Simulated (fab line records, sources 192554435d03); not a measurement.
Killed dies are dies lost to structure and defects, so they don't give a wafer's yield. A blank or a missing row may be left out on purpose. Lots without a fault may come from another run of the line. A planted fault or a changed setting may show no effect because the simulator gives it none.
Chamber matching | flow n5_finfet | N5_BEOL_M6_ILD_DEP_00 on pecvd-02: 3 sister chambers
The step deposits SiCOH lowk from DEMS/porogen, target thk 179.75 nm, time 33.4 s. 3 wafers are shown with their chamber, then 8 later ones without.

WAFERS WITH THEIR CHAMBER
wafer  | chamber | throttle_valve_pct (%)
L084.3 | 2       | 13.7
L086.5 | 1       | 14.6
L089.1 | 0       | 14.2

WAFERS WITHOUT THEIR CHAMBER
wafer  | throttle_valve_pct (%)
L089.2 | 14.4
L089.5 | 14.6
L088.1 | 14.4
L088.5 | 14.1
L088.6 | 14.4
L095.1 | 14.4
L095.3 | 14.3
L095.6 | 13.7

WHICH CHAMBER EACH WENT THROUGH
wafer  | from the rows above     | in truth
L089.2 | can't be placed: 1 or 0 | 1
L089.5 | 1                       | 1
L088.1 | can't be placed: 1 or 0 | 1
L088.5 | 0                       | 0
L088.6 | can't be placed: 1 or 0 | 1
L095.1 | can't be placed: 1 or 0 | 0
L095.3 | can't be placed: 0 or 1 | 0
L095.6 | 2                       | 2
Placed correctly: 3 of 8. Can't be placed from these rows: 5 (the true chamber is among the candidates in 5). Placed wrongly: 0.
How it was worked out, from the rows above alone: a wafer's distance from a chamber is the root of the sum, over the readings, of the square of ((its reading less the chamber's mean) divided by the reading's scatter). The wafer belongs to the nearest chamber; if the next one is less than 2 further off, it can't be placed. A chamber's mean is the mean of its shown wafers. The scatter: with one shown wafer a chamber, the root of the mean of the squares of how far each hidden wafer lies from its nearest shown one.
